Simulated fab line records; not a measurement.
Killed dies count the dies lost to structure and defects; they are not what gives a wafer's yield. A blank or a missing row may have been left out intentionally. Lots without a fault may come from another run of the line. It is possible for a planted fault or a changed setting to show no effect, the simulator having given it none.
What tool caused it? || flow n5-finfet || 11 lots with 33 wafers sampled at 2 steps, on a route of 1938 steps

WHAT EACH GAUGE READ, for each wafer
N5_BEOL_M10_INSPECT_30: inspects for defects (brightfield).
{"lot": "L079", "measured": "day 11 10:32", "on": "defect-inspect-02", "raw-defect-count": "277 306 319"}
{"lot": "L076", "measured": "day 11 14:56", "on": "defect-inspect-02", "raw-defect-count": "494 380 475"}
{"lot": "L078", "measured": "day 12 03:20", "on": "defect-inspect-02", "raw-defect-count": "540 407 349"}
{"lot": "L081", "measured": "day 12 17:37", "on": "defect-inspect-01", "raw-defect-count": "348 354 371"}
{"lot": "L085", "measured": "day 13 18:44", "on": "defect-inspect-02", "raw-defect-count": "726 549 468"}
{"lot": "L086", "measured": "day 15 07:00", "on": "defect-inspect-02", "raw-defect-count": "416 406 720"}
{"lot": "L083", "measured": "day 15 17:16", "on": "defect-inspect-02", "raw-defect-count": "456 426 514"}
{"lot": "L087", "measured": "day 16 00:44", "on": "defect-inspect-02", "raw-defect-count": "421 385 365"}
{"lot": "L093", "measured": "day 16 23:25", "on": "defect-inspect-01", "raw-defect-count": "333 328 468"}
{"lot": "L091", "measured": "day 17 05:46", "on": "defect-inspect-01", "raw-defect-count": "313 338 485"}
{"lot": "L095", "measured": "day 17 17:28", "on": "defect-inspect-01", "raw-defect-count": "393 368 285"}

WHICH TOOL RAN EACH LOT (tool, then ch and the chambers of the sampled wafers, then the start)
{"lot": "L079", "N5_BEOL_M10_HM_OPEN_17": "rie-metal-02 ch 0,1, day 11 09:07"}
{"lot": "L076", "N5_BEOL_M10_HM_OPEN_17": "rie-metal-02 ch 0,1, day 11 11:37"}
{"lot": "L078", "N5_BEOL_M10_HM_OPEN_17": "rie-metal-01 ch 0,1, day 11 23:40"}
{"lot": "L081", "N5_BEOL_M10_HM_OPEN_17": "rie-metal-02 ch 0,1, day 12 15:00"}
{"lot": "L085", "N5_BEOL_M10_HM_OPEN_17": "rie-metal-03 ch 0,1, day 13 15:36"}
{"lot": "L086", "N5_BEOL_M10_HM_OPEN_17": "rie-metal-01 ch 0,1, day 15 05:55"}
{"lot": "L083", "N5_BEOL_M10_HM_OPEN_17": "rie-metal-02 ch 0,1, day 15 15:32"}
{"lot": "L087", "N5_BEOL_M10_HM_OPEN_17": "rie-metal-03 ch 1, day 15 21:13"}
{"lot": "L093", "N5_BEOL_M10_HM_OPEN_17": "rie-metal-03 ch 0,1, day 16 19:22"}
{"lot": "L091", "N5_BEOL_M10_HM_OPEN_17": "rie-metal-01 ch 0,1, day 17 04:37"}
{"lot": "L095", "N5_BEOL_M10_HM_OPEN_17": "rie-metal-03 ch 0,1, day 17 16:25"}
- N5_BEOL_M10_HM_OPEN_17: chemistry Cl2/BCl3, target TiN, target depth 20 nm, overetch 6 nm.

THE ANSWER, worked out from the rows above alone
Rule: usual is defined by the lots themselves. Put in order of their means at a reading, lots are off if they are a third of the lots or fewer, leave a main group of 4 or more, and stand apart from it by a gap of 3 or more times the standard deviation of the main group's means; of several such gaps the widest counts. Not used: any main group whose means are identical at the precision the tables above print for the reading. A lot without any number at a reading at which 4 lots or more have one is off too. Any other lot the step has rows for is counted as sound.
None of the lots is off at any reading shown; this tells nothing.

WHAT HAD BEEN PUT IN BY THE SIMULATOR
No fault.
